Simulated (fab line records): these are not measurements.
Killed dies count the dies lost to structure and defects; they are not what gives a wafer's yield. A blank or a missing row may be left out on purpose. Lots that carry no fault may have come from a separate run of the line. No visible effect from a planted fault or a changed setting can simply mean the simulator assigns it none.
Matching of chambers / flow nandHarc / cmp-04 running NHARC_P_BONDPAD_CMP_19: 4 sister chambers
The step polishes, t overpolish 30 s, cu recess touch 16 s, target thk 160.81 nm. 7 wafers are shown with their chamber, then 8 later ones without.

== EACH WAFER AND ITS CHAMBER ==
wafer=L078.6; chamber=1; motorCurrentA (A)=11.3; slurryFlowMlMin=150.3
wafer=L081.3; chamber=0; motorCurrentA (A)=10.1; slurryFlowMlMin=149.6
wafer=L081.5; chamber=0; motorCurrentA (A)=9.6; slurryFlowMlMin=149.8
wafer=L089.1; chamber=2; motorCurrentA (A)=11.1; slurryFlowMlMin=150.5
wafer=L089.2; chamber=3; motorCurrentA (A)=12.2; slurryFlowMlMin=149.8
wafer=L089.5; chamber=3; motorCurrentA (A)=11.8; slurryFlowMlMin=150.6
wafer=L093.1; chamber=2; motorCurrentA (A)=10.4; slurryFlowMlMin=149.7

== WAFERS MISSING THEIR CHAMBER ==
wafer=L093.2; motorCurrentA (A)=10.7; slurryFlowMlMin=150.4
wafer=L093.6; motorCurrentA (A)=10.8; slurryFlowMlMin=149.5
wafer=L095.2; motorCurrentA (A)=10.2; slurryFlowMlMin=149.2
wafer=L095.4; motorCurrentA (A)=11.8; slurryFlowMlMin=150.4
wafer=L095.5; motorCurrentA (A)=10.5; slurryFlowMlMin=150.7
wafer=L096.2; motorCurrentA (A)=11.0; slurryFlowMlMin=150.2
wafer=L096.3; motorCurrentA (A)=10.7; slurryFlowMlMin=149.8
wafer=L096.4; motorCurrentA (A)=11.8; slurryFlowMlMin=150.0

== CHAMBER TAKEN BY EACH ==
wafer=L093.2; from the rows above=can't be placed: 2 or 1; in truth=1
wafer=L093.6; from the rows above=can't be placed: 2 or 1 or 0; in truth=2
wafer=L095.2; from the rows above=can't be placed: 0 or 2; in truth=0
wafer=L095.4; from the rows above=can't be placed: 3 or 1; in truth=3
wafer=L095.5; from the rows above=can't be placed: 2 or 1 or 0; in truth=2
wafer=L096.2; from the rows above=can't be placed: 2 or 1 or 3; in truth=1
wafer=L096.3; from the rows above=can't be placed: 2 or 1 or 0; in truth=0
wafer=L096.4; from the rows above=can't be placed: 3 or 1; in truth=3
Correctly placed: 0 of 8. Can't be placed from these rows: 8 (the true chamber is among the candidates in 8). Number placed wrongly: 0.
How it was worked out, from the rows above alone: a wafer's distance from a chamber is the root of the sum, over the readings, of the square of ((its reading less the chamber's mean) divided by the reading's scatter). The wafer belongs to the nearest chamber; if the next one is less than 2 further off, it can't be placed. Each chamber's mean is taken over the wafers shown for it. The scatter is the square root of a quotient: the sum, over the shown wafers, of each reading's squared deviation from its chamber's mean, divided by wafers minus chambers.
